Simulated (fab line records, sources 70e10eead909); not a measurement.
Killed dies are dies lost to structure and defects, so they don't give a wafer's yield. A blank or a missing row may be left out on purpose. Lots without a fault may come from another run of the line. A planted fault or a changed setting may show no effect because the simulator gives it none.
One fault seen from 2 desks | flow nand_harc | each desk has only its own numbers; what lay behind them comes last

THE TOOL OWNER'S DESK: rie_metal-01
The tool's own readings at NHARC_THIN_TSV_ETCH_59 (etches the open film in Cl2/BCl3, target depth 880 nm, time 138.1 s): means of the sampled wafers that have a number, for each lot that ran on this tool. A lot is out of limits, marked OUT, if its mean lies more than 4 standard deviations from the usual mean; the brackets give that distance.
Columns: A = drypump_motor_current_A at NHARC_THIN_TSV_ETCH_59, usual 5.66 A; B = oes_product_au at NHARC_THIN_TSV_ETCH_59, usual 0.993 a.u.; C = throttle_valve_pct at NHARC_THIN_TSV_ETCH_59, usual 22.265 %
lot  | first seen here | A    | B     | C
L328 | day 25 12:20    | 5.95 | 1.003 | 22.262
L332 | day 26 12:05    | 6.11 | 0.986 | 22.259
L341 | day 30 08:00    | 5.88 | 0.970 | 22.268
L342 | day 31 01:11    | 5.80 | 0.987 | 22.265
This desk's finding: nothing out of limits on any of the 4 lots.

THE METROLOGY DESK
What the gauges read, lot by lot, whatever tool the lot ran on: means of the sampled wafers that have a number. A lot is out of limits, marked OUT, if its mean lies more than 4 standard deviations from the usual mean; the brackets give that distance.
Columns: A = cd_nm at NHARC_THIN_TSV_CD_MEAS_37, usual 5001 nm
lot  | first seen here | A
L325 | day 24 10:18    | 5004
L326 | day 25 01:53    | 5007
L327 | day 25 11:11    | 4996
L328 | day 25 13:30    | 5002
L330 | day 25 20:34    | 5000
L332 | day 26 13:26    | 5000
L341 | day 30 09:07    | 5000
L342 | day 31 02:25    | 5000
L343 | day 31 03:20    | 5004
L344 | day 31 18:23    | 4998
L346 | day 32 10:08    | 5004
L347 | day 32 11:23    | 4997
L345 | day 32 22:37    | 5001
L348 | day 33 11:55    | 5003
This desk's finding: nothing out of limits on any of the 14 lots.

PUT TOGETHER
The tool owner's desk saw nothing out of limits.
The metrology desk saw nothing out of limits.

WHAT THE SIMULATOR HAD PUT IN
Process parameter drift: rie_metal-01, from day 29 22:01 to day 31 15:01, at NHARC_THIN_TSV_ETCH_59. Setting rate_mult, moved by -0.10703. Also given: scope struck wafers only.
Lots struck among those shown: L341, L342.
